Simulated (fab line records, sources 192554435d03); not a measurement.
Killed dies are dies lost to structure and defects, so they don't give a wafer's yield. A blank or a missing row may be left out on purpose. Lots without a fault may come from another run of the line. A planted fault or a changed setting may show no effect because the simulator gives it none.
Chamber matching | flow n5_finfet | N5_BEOL_M2_PRE_CLEAN_60 on cvd_co-02: 3 sister chambers
The step time 15 s. 30 wafers are shown with their chamber, then 12 later ones without.

WAFERS WITH THEIR CHAMBER
wafer  | chamber | heater_power_w (W)
L074.2 | 1       | 120
L074.3 | 0       | 68
L074.4 | 2       | 114
L076.1 | 1       | 115
L076.2 | 0       | 69
L076.3 | 2       | 113
L076.4 | 0       | 70
L076.5 | 2       | 115
L076.6 | 1       | 117
L077.2 | 2       | 115
L077.3 | 0       | 70
L077.4 | 2       | 114
L079.1 | 2       | 114
L079.4 | 1       | 117
L079.6 | 0       | 68
L081.3 | 0       | 69
L081.5 | 2       | 115
L081.6 | 1       | 115
L085.3 | 1       | 120
L085.5 | 1       | 116
L085.6 | 2       | 119
L088.2 | 2       | 116
L088.5 | 2       | 118
L088.6 | 1       | 117
L087.1 | 1       | 120
L087.2 | 0       | 70
L087.3 | 2       | 116
L091.1 | 0       | 70
L091.2 | 1       | 116
L091.3 | 2       | 114

SIGNATURES (means of the wafers above)
reading        | chamber 0 | chamber 1 | chamber 2 | scatter within a chamber
heater_power_w | 69.25     | 117.30    | 115.25    | 1.68
Rule: a wafer's distance from a chamber is the root of the sum, over the readings, of the square of ((its reading less the chamber's mean) divided by the reading's scatter). The wafer belongs to the nearest chamber; if the next one is less than 2 further off, it can't be placed. The scatter: the root of (the sum of the squares of (reading less its chamber's mean) over the shown wafers, divided by (wafers less chambers)).

WAFERS WITHOUT THEIR CHAMBER
wafer  | heater_power_w (W)
L093.1 | 119
L093.5 | 68
L093.6 | 119
L092.2 | 116
L092.4 | 68
L092.5 | 117
L096.1 | 69
L096.2 | 118
L096.3 | 119
L096.4 | 71
L096.5 | 118
L096.6 | 119

WHICH CHAMBER EACH WENT THROUGH
wafer  | from the rows above     | in truth
L093.1 | can't be placed: 1 or 2 | 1
L093.5 | 0                       | 0
L093.6 | can't be placed: 1 or 2 | 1
L092.2 | can't be placed: 2 or 1 | 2
L092.4 | 0                       | 0
L092.5 | can't be placed: 1 or 2 | 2
L096.1 | 0                       | 0
L096.2 | can't be placed: 1 or 2 | 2
L096.3 | can't be placed: 1 or 2 | 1
L096.4 | 0                       | 0
L096.5 | can't be placed: 1 or 2 | 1
L096.6 | can't be placed: 1 or 2 | 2
Placed correctly: 4 of 12. Can't be placed from these rows: 8 (the true chamber is among the candidates in 8). Placed wrongly: 0.
